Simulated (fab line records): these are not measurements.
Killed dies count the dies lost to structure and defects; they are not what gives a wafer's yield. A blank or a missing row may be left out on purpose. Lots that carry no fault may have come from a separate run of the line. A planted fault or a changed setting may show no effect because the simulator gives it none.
fab line records	flow nandHarc
record: lots: 14	wafers: 42	lastDay: 33
route steps=1302 shown P_ZERO_WELL@12 P_STI@89
lots with no fault: from the same line, run without faults
startH: hours from the record's opening day to when the first of the lot's shown wafers began	waitH: hours from the lot's prior step to this one	" repeats the value in the row above	L1.1+2: one row covering several wafers at once	- no value present, or no start provided	* or withheld: withheld	< > ~ a bound
route shown NAME@n: NAME is a module with steps in the file, n the number in the route of the first one	usual: the fault-free wafers' mean and standard deviation	same: alike in all rows	chamber/n: place in a boat	sites: readings site by site	_std_site: standard deviation of those values	_edge_site: outer sites' mean less inner sites'	radiusMm: how far each site lies from the wafer's centre	mask NAME#n: copy n	behind: tool/chamber where the wafer was last shaped	hold: why the lot went on hold/how many hours it stayed there/how the hold came to an end	device: whichever transistor did not switch (one of n, p or np)	end of line: at the end of the route, the tests of the same wafers	step lacking rows: just its recipe	killed: dies that structure and defects cost at the first sort, which is not the same as the wafer's yield	map: per-die view of a wafer (x killed, . not killed, _ where there is no die)
set.NAME: the run value of the setting; set.NAME@STEP: its run value at that earlier step	model.NAME: the simulator's own value behind a step, which no gauge read
the route's steps for a sample of lots (tables are steps, rows are wafers)
services: when a tool's chamber went out of use (startH, in hours from the record's first day, below 0 if earlier), for how many hours, and the reason
== steps ==
step: NHARC_P_ZERO_WELL_PEB_09
recipe: pebTempC: 128	pebTimeS: 80
usual: heaterPowerTotalW: 189.7/0.77	plateTempC: 127.96/0.13	resistLineTempC: 22.99/0.098
lot.wafer	tool	chamber	startH	waitH	heaterPowerTotalW	plateTempC	resistLineTempC
L218.3	lithoTrack-03	0	21.16	0.1	190.1	128.00	22.94
L218.4	"	0	"	"	189.0	128.03	22.77
L218.5	"	0	"	"	189.7	128.06	22.96
L220.1	lithoTrack-03	0	41.16	0.1	190.8	127.90	23.06
L220.4	"	0	"	"	188.5	127.96	23.02
L220.5	"	0	"	"	189.1	127.94	22.92
L221.1	lithoTrack-07	0	51.16	0.1	190.9	127.81	23.03
L221.2	"	0	"	"	189.0	127.95	22.99
L221.5	"	0	"	"	189.2	127.93	22.96
L222.1	lithoTrack-03	0	61.15	0.1	189.8	127.78	22.99
L222.2	"	0	"	"	188.7	127.75	22.96
L222.5	"	0	"	"	189.5	127.74	22.94
L224.4	lithoTrack-03	0	81.16	0.0	190.5	128.13	23.30
L224.5	"	0	"	"	188.9	128.02	23.03
L224.6	"	0	"	"	188.8	127.89	23.21
L225.2	lithoTrack-03	0	91.03	0.1	189.6	127.64	23.10
L225.4	"	0	"	"	189.4	127.98	23.06
L225.5	"	0	"	"	189.5	127.95	23.09
L226.1	lithoTrack-05	0	101.29	0.1	189.9	128.16	22.94
L226.2	"	0	"	"	189.4	127.81	23.08
L226.4	"	0	"	"	189.6	127.99	23.00
L231.1	lithoTrack-07	0	151.23	0.1	174.4	119.98	22.97
L231.2	"	0	"	"	174.6	120.19	22.96
L231.6	"	0	"	"	174.2	120.12	23.11
L232.2	lithoTrack-07	0	161.11	0.1	174.7	120.03	22.95
L232.3	"	0	"	"	174.2	120.04	22.74
L232.6	"	0	"	"	174.2	120.22	22.84
L235.3	lithoTrack-03	0	191.03	0.1	189.6	128.17	22.86
L235.5	"	0	"	"	190.9	128.05	22.98
L235.6	"	0	"	"	189.9	128.27	22.86
L236.1	lithoTrack-05	0	201.16	0.1	190.8	128.01	23.00
L236.2	"	0	"	"	190.9	127.97	23.02
L236.4	"	0	"	"	188.6	127.88	23.02
L239.1	lithoTrack-03	0	231.03	0.1	189.6	127.88	22.90
L239.2	"	0	"	"	189.6	128.03	23.00
L239.6	"	0	"	"	190.1	127.99	22.81
L240.1	lithoTrack-03	0	241.16	0.1	188.7	127.95	23.17
L240.2	"	0	"	"	189.0	128.14	22.96
L240.5	"	0	"	"	190.6	127.94	23.14
L241.1	lithoTrack-05	0	251.03	0.1	190.5	127.86	22.86
L241.3	"	0	"	"	188.9	127.96	22.98
L241.4	"	0	"	"	188.8	127.99	22.99
step: NHARC_P_ZERO_WELL_CD_MEAS_11
recipe: targetCdNm: 500	landingEnergyEv: 500
usual: cdNm: 500.0/2
lot.wafer	tool	chamber	startH	waitH	hold	cdNm
L218.3	cdSem-01	0	21.25	-	-	501.2
L218.4	"	0	"	"	-	499.2
L218.5	"	0	"	"	-	499.5
L220.1	cdSem-03	0	41.24	-	-	500.4
L220.4	"	0	"	"	-	499.4
L220.5	"	0	"	"	-	500.4
L221.1	cdSem-02	0	51.24	-	-	499.2
L221.2	"	0	"	"	-	503.0
L221.5	"	0	"	"	-	499.6
L222.1	cdSem-03	0	61.23	-	-	501.8
L222.2	"	0	"	"	-	502.1
L222.5	"	0	"	"	-	502.5
L224.4	cdSem-02	0	81.25	-	-	499.7
L224.5	"	0	"	"	-	502.4
L224.6	"	0	"	"	-	499.7
L225.2	cdSem-02	0	91.12	-	-	499.4
L225.4	"	0	"	"	-	498.8
L225.5	"	0	"	"	-	495.8
L226.1	cdSem-03	0	101.37	-	-	497.5
L226.2	"	0	"	"	-	499.1
L226.4	"	0	"	"	-	500.3
L231.1	cdSem-01	0	151.31	-	awaitDispo/0.2h/release	428.4
L231.2	"	0	"	"	awaitDispo/0.2h/release	430.8
L231.6	"	0	"	"	awaitDispo/0.2h/release	427.8
L231.1	cdSem-01	0	-	-	-	428.2
L231.2	"	0	"	"	-	430.8
L231.6	"	0	"	"	-	427.8
L232.2	cdSem-02	0	161.20	-	awaitDispo/0.2h/release	441.8
L232.3	"	0	"	"	awaitDispo/0.2h/release	443.8
L232.6	"	0	"	"	awaitDispo/0.2h/release	441.0
L232.2	cdSem-02	0	-	-	-	442.4
L232.3	"	0	"	"	-	443.8
L232.6	"	0	"	"	-	441.1
L235.3	cdSem-02	0	191.12	-	-	502.3
L235.5	"	0	"	"	-	497.8
L235.6	"	0	"	"	-	502.2
L236.1	cdSem-02	0	201.25	-	-	495.7
L236.2	"	0	"	"	-	496.7
L236.4	"	0	"	"	-	496.8
L239.1	cdSem-03	0	231.12	-	-	498.5
L239.2	"	0	"	"	-	502.5
L239.6	"	0	"	"	-	499.1
L240.1	cdSem-03	0	241.24	-	-	499.2
L240.2	"	0	"	"	-	500.8
L240.5	"	0	"	"	-	499.1
L241.1	cdSem-01	0	251.12	-	-	497.9
L241.3	"	0	"	"	-	496.6
L241.4	"	0	"	"	-	499.1
step: NHARC_P_ZERO_WELL_DESCUM_39
recipe: timeS: 3	o2FlowSccm: 200	arFlowSccm: 0	biasPowerW: 0	chemistry: O2
usual: drypumpMotorCurrentA: 5.6/0.38	oesProductAu: 0.999/0.0077	rfVppV: 57.8/0.84	showerheadPlenumPTorr: 1.92/0.037	throttleValvePct: 11.312/0.0096
lot.wafer	tool	chamber	startH	waitH	drypumpMotorCurrentA	oesProductAu	rfHoursCounterH	rfVppV	showerheadPlenumPTorr	throttleValvePct
L218.4	rieDiel-11	3	24.17	-	5.1	0.989	40	57.5	1.95	11.312
L218.3	"	0	"	"	5.7	0.991	39	58.6	1.94	11.321
L218.5	"	0	"	"	5.7	0.993	-	58.5	1.94	11.318
L220.1	rieDiel-08	1	44.35	-	5.7	0.986	5	58.4	1.94	11.297
L220.4	"	2	"	"	6.2	1.002	5	58.4	1.90	11.314
L220.5	"	2	"	"	6.2	1.001	-	57.6	1.90	11.298
L221.2	rieDiel-11	0	54.29	-	5.7	0.995	53	57.7	1.94	11.306
L221.1	"	2	"	"	5.4	1.004	56	57.3	1.90	11.322
L221.5	"	0	"	"	5.8	0.994	-	57.8	1.94	11.322
L222.2	rieDiel-07	0	64.23	-	6.3	0.999	33	58.2	1.90	11.312
L222.1	"	2	"	"	5.4	0.990	34	57.8	2.06	11.310
L222.5	"	1	"	"	6.1	0.989	-	58.7	1.91	11.320
L224.4	rieDiel-08	1	84.27	-	5.6	0.990	16	57.9	1.93	11.323
L224.6	"	1	"	"	5.7	0.990	-	57.0	1.93	11.328
L224.5	"	2	"	"	6.2	1.009	-	58.0	1.90	11.296
L225.4	rieDiel-11	1	94.32	-	5.8	0.995	3	57.8	1.91	11.322
L225.2	"	3	"	"	5.1	0.997	3	58.1	1.94	11.325
L225.5	"	2	"	"	5.4	0.996	-	57.8	1.90	11.321
L226.4	rieDiel-11	3	104.42	-	5.1	1.008	5	57.2	1.94	11.308
L226.2	"	1	"	"	5.8	0.994	5	57.5	1.91	11.304
L226.1	"	2	"	"	5.3	0.998	5	59.7	1.90	11.325
L231.2	rieDiel-07	3	156.64	-	5.0	1.011	9	59.4	1.91	11.297
L231.1	"	1	"	"	6.1	0.987	11	58.4	1.90	11.306
L231.6	"	3	"	"	5.0	1.004	-	56.9	1.91	11.324
L232.3	rieDiel-11	1	176.47	-	5.8	1.000	26	57.6	1.90	11.315
L232.2	"	3	"	"	5.1	0.998	24	57.7	1.94	11.313
L232.6	"	2	"	"	5.4	1.011	-	56.9	1.89	11.298
L235.3	rieDiel-08	0	194.26	-	5.4	0.988	48	57.6	1.92	11.314
L235.5	"	2	"	"	6.2	1.009	-	56.7	1.89	11.327
L235.6	"	3	"	"	5.9	0.990	-	58.6	1.88	11.308
L236.2	rieDiel-11	3	204.48	-	5.1	0.996	38	57.7	1.93	11.313
L236.4	"	0	"	"	5.7	1.000	40	58.3	1.93	11.301
L236.1	"	1	"	"	5.8	1.005	40	58.4	1.90	11.299
L239.1	rieDiel-11	2	234.26	-	5.4	1.010	47	57.4	1.89	11.287
L239.2	"	1	"	"	5.8	0.998	52	57.0	1.89	11.303
L239.6	"	2	"	"	5.4	1.001	-	57.2	1.89	11.313
L240.1	rieDiel-11	1	244.28	-	5.8	0.986	54	57.9	1.89	11.312
L240.2	"	0	"	"	5.7	0.998	55	57.6	1.92	11.325
L240.5	"	1	"	"	5.8	1.008	-	56.3	1.89	11.314
L241.3	rieDiel-11	1	254.29	-	5.9	1.004	60	56.9	1.89	11.309
L241.4	"	2	"	"	5.3	1.002	55	58.4	1.88	11.312
L241.1	"	3	"	"	5.1	0.996	54	56.7	1.93	11.330
step: NHARC_P_ZERO_WELL_DESCUM_54
recipe: timeS: 3	o2FlowSccm: 200	arFlowSccm: 0	biasPowerW: 0	chemistry: O2
usual: drypumpMotorCurrentA: 5.7/0.4	oesProductAu: 0.999/0.01	rfVppV: 57.8/0.78	showerheadPlenumPTorr: 1.92/0.05	throttleValvePct: 11.312/0.0089
lot.wafer	tool	chamber	startH	waitH	drypumpMotorCurrentA	oesProductAu	rfHoursCounterH	rfVppV	showerheadPlenumPTorr	throttleValvePct
L218.4	rieDiel-07	2	25.81	-	5.4	0.981	21	58.9	2.07	11.305
L218.3	"	0	"	"	6.3	1.001	22	57.5	1.90	11.315
L218.5	"	3	"	"	5.0	1.015	-	56.8	1.93	11.302
L220.4	rieDiel-11	3	46.00	-	5.1	0.996	49	57.5	1.95	11.323
L220.1	"	0	"	"	5.8	1.006	50	58.1	1.94	11.310
L220.5	"	2	"	"	5.4	1.003	-	57.7	1.90	11.299
L221.1	rieDiel-07	3	55.98	-	5.0	1.019	32	58.8	1.92	11.306
L221.2	"	1	"	"	6.1	1.001	30	57.1	1.91	11.294
L221.5	"	3	"	"	5.0	1.011	-	58.9	1.92	11.315
L222.1	rieDiel-11	0	65.89	-	5.7	0.984	56	58.7	1.94	11.304
L222.2	"	2	"	"	5.3	1.001	60	57.5	1.90	11.322
L222.5	"	0	"	"	5.7	0.994	-	58.0	1.94	11.297
L224.4	rieDiel-07	1	85.94	-	6.1	0.996	45	57.9	1.91	11.301
L224.5	"	2	"	"	5.4	1.001	-	58.3	2.06	11.313
L224.6	"	3	"	"	5.0	1.009	-	56.4	1.92	11.314
L225.2	rieDiel-08	3	95.83	-	5.9	1.009	22	56.3	1.89	11.312
L225.4	"	2	"	"	6.2	1.006	19	57.1	1.90	11.312
L225.5	"	3	"	"	5.9	1.015	-	58.0	1.89	11.338
L226.2	rieDiel-08	2	105.94	-	6.2	1.007	22	58.2	1.90	11.314
L226.4	"	3	"	"	5.9	1.006	25	57.7	1.89	11.317
L226.1	"	0	"	"	5.5	0.993	20	58.4	1.93	11.299
L231.1	rieDiel-08	3	158.56	-	5.9	1.014	38	58.0	1.89	11.305
L231.2	"	1	"	"	5.6	0.997	37	58.0	1.93	11.305
L231.6	"	0	"	"	5.5	0.992	-	57.1	1.92	11.311
L232.3	rieDiel-11	0	187.23	-	5.7	1.006	26	57.7	1.93	11.297
L232.2	"	1	"	"	5.9	0.996	26	57.8	1.90	11.313
L232.6	"	2	"	"	5.3	1.000	-	57.1	1.89	11.314
L235.3	rieDiel-11	2	195.93	-	5.3	1.018	34	56.9	1.89	11.313
L235.5	"	3	"	"	5.1	1.007	-	56.6	1.93	11.330
L235.6	"	0	"	"	5.7	0.990	-	58.3	1.93	11.312
L236.1	rieDiel-07	2	206.00	-	5.4	0.992	28	59.1	2.05	11.312
L236.2	"	3	"	"	5.0	1.018	26	57.1	1.91	11.314
L236.4	"	1	"	"	6.1	0.991	31	58.3	1.90	11.303
L239.2	rieDiel-07	1	235.92	-	6.1	0.987	36	57.0	1.89	11.310
L239.1	"	2	"	"	5.4	1.007	38	59.6	2.05	11.312
L239.6	"	1	"	"	6.1	0.989	-	57.5	1.90	11.312
L240.2	rieDiel-07	2	245.93	-	5.5	1.008	41	58.4	2.04	11.314
L240.1	"	3	"	"	5.0	0.997	38	57.9	1.90	11.314
L240.5	"	2	"	"	5.4	0.997	-	57.4	2.04	11.315
L241.1	rieDiel-07	1	255.95	-	6.1	0.991	45	57.1	1.89	11.299
L241.3	"	2	"	"	5.4	1.004	45	58.0	2.04	11.310
L241.4	"	0	"	"	6.2	1.004	46	57.1	1.87	11.303
step: NHARC_P_STI_ETCH_31
recipe: targetDepthA: 1089	timeS: 54.5	cf4FlowSccm: 100	chf3FlowSccm: 30	arFlowSccm: 0	rfW: 500	biasW: 200	chemistry: CF4/CHF3
usual: drypumpMotorCurrentA: 5.7/0.42	oesProductAu: 0.966/0.014	rfVppV: 371.7/2	showerheadPlenumPTorr: 1.61/0.054	throttleValvePct: 16.802/0.0086
lot.wafer	tool	chamber	startH	waitH	drypumpMotorCurrentA	oesProductAu	rfHoursCounterH	rfVppV	showerheadPlenumPTorr	throttleValvePct
L218.4	rieDiel-09	2	-	-	5.2	0.980	4	374.7	1.69	16.795
L218.3	"	3	"	"	6.2	0.975	3	372.8	1.65	16.807
L218.5	"	2	"	"	5.2	0.988	-	375.3	1.69	16.800
L220.1	rieDiel-09	0	-	-	6.5	0.984	6	374.1	1.67	16.802
L220.4	"	1	"	"	5.1	0.974	6	372.9	1.64	16.813
L220.5	"	0	"	"	6.5	0.975	-	374.9	1.67	16.792
L221.1	rieDiel-05	0	-	-	5.6	0.967	1	369.3	1.55	16.813
L221.2	"	1	"	"	6.0	0.955	0	365.0	1.50	16.795
L221.5	"	3	"	"	6.0	0.994	-	371.6	1.59	16.805
L222.2	rieDiel-05	1	-	-	6.0	0.959	1	366.7	1.50	16.789
L222.1	"	0	"	"	5.6	0.979	1	369.9	1.55	16.800
L222.5	"	1	"	"	6.0	0.968	-	367.9	1.50	16.806
L224.4	rieDiel-09	1	-	-	5.2	0.959	8	372.9	1.64	16.812
L224.6	"	1	"	"	5.1	0.960	-	372.8	1.64	16.801
L224.5	"	2	"	"	5.2	0.981	-	374.8	1.69	16.800
L225.4	rieDiel-09	1	-	-	5.2	0.955	10	371.5	1.64	16.799
L225.2	"	0	"	"	6.5	0.952	10	373.5	1.67	16.794
L225.5	"	1	"	"	5.1	0.954	-	373.5	1.64	16.791
L226.1	rieDiel-05	3	-	-	6.0	0.968	3	370.3	1.59	16.802
L226.2	"	0	"	"	5.6	0.976	2	368.5	1.55	16.806
L226.4	"	1	"	"	6.0	0.965	2	367.9	1.50	16.809
L231.2	rieDiel-03	1	-	-	5.5	0.964	6	371.7	1.57	16.810
L231.1	"	2	"	"	5.9	0.964	6	372.8	1.63	16.813
L231.6	"	1	"	"	5.5	0.968	-	372.4	1.57	16.807
L232.3	rieDiel-03	0	-	-	5.6	0.974	6	371.9	1.58	16.797
L232.2	"	1	"	"	5.5	0.942	7	371.6	1.57	16.801
L232.6	"	1	"	"	5.5	0.947	-	372.3	1.57	16.815
L235.3	rieDiel-05	1	-	-	6.0	0.928	8	366.1	1.50	16.790
L235.5	"	1	"	"	6.0	0.943	-	368.5	1.50	16.809
L235.6	"	2	"	"	5.1	0.955	-	374.2	1.65	16.803
L236.4	rieDiel-03	0	-	-	5.6	0.960	10	370.5	1.58	16.807
L236.2	"	2	"	"	5.9	0.979	10	372.2	1.63	16.799
L236.1	"	3	"	"	6.0	0.945	10	370.3	1.60	16.803
L239.2	rieDiel-05	2	-	-	5.1	0.967	0	373.3	1.65	16.806
L239.1	"	3	"	"	6.0	0.968	0	369.7	1.59	16.806
L239.6	"	3	"	"	6.0	0.965	-	369.6	1.58	16.801
L240.1	rieDiel-03	1	-	-	5.5	0.940	12	369.9	1.57	16.807
L240.2	"	2	"	"	5.9	0.947	13	372.6	1.63	16.783
L240.5	"	1	"	"	5.5	0.938	-	371.1	1.57	16.801
L241.1	rieDiel-03	2	-	-	5.9	0.962	14	372.7	1.63	16.795
L241.4	"	3	"	"	6.0	0.974	15	372.1	1.60	16.802
L241.3	"	0	"	"	5.6	0.976	14	371.5	1.58	16.809
== services ==
tool	chamber	startH	hours	kind
rieDiel-03	1	-0.29	2.3	repair
rieDiel-07	0	6.80	5.4	repair
rieDiel-08	-	21.62	9.0	pm
rieDiel-11	1	50.65	23.0	repair
rieDiel-05	-	52.60	9.0	pm
rieDiel-07	-	60.34	1.4	repair
rieDiel-08	2	60.70	8.4	repair
rieDiel-11	0	68.23	12.3	repair
rieDiel-11	-	78.50	9.0	pm
lithoTrack-03	-	100.00	7.0	pm
rieDiel-03	-	104.30	9.0	pm
rieDiel-03	3	115.10	5.6	repair
rieDiel-07	-	120.08	9.0	pm
rieDiel-11	3	147.73	1.6	repair
rieDiel-11	2	154.19	7.0	repair
rieDiel-08	-	198.62	9.0	pm
rieDiel-11	3	219.02	2.5	repair
rieDiel-08	1	235.53	11.7	repair
rieDiel-11	0	245.17	6.2	repair
rieDiel-11	-	255.55	9.0	pm
rieDiel-08	0	263.88	10.2	repair
rieDiel-07	0	274.93	4.5	repair
lithoTrack-03	-	275.00	7.0	pm
rieDiel-11	-	276.35	1.8	repair
== key ==
firstSign: step: NHARC_P_ZERO_WELL_PEB_09	reading: plateTempC	direction: down	sigmas: 61	usual: *	struck: *
effect: step: NHARC_P_ZERO_WELL_PEB_09	reading: heaterPowerTotalW	direction: down	sigmas: 20	usual: *	struck: *
effect: step: NHARC_P_ZERO_WELL_CD_MEAS_11	reading: visit	direction: added	through: controlLoop
effect: step: NHARC_P_ZERO_WELL_CD_MEAS_11	reading: cdNm	direction: down	sigmas: 33	usual: 500.0	struck: 435.6	through: controlLoop
metAt NHARC_P_ZERO_WELL_PEB_09
struckLots L231,L232
sortLeftOut L231.1,L231.2,L231.6,L232.2,L232.3,L232.6
testerLeftOut L231,L232
loopTrim: step: NHARC_P_ZERO_WELL_EXPOSE_08	setting: dose	lots: L232
notActingAt NHARC_P_ZERO_WELL_DESCUM_39,NHARC_P_ZERO_WELL_DESCUM_54,NHARC_P_STI_ETCH_31
onsetBetween 51.16 151.23
fault: kind: processParameterDrift	tool: lithoTrack-07	chamber: -	onsetH: 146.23	steps: NHARC_P_ZERO_WELL_PEB_09	channel: pebTempC	offset: *	shape: step	endH: 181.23	actsIn: *	stated: *
testerLeftOut: of these lots the tester's yield and bins aren't shown, on N5 and GAA mostly nor the transistor test; their killed dies are dies lost to structure and defects alone, not to doping, threshold or leakage, so they don't give the yield
sortLeftOut: the simulated sort isn't trusted on such a fault, so these wafers' sort isn't shown, and their yield isn't known
loopTrim: a control loop set the setting to another value than it would have without faults
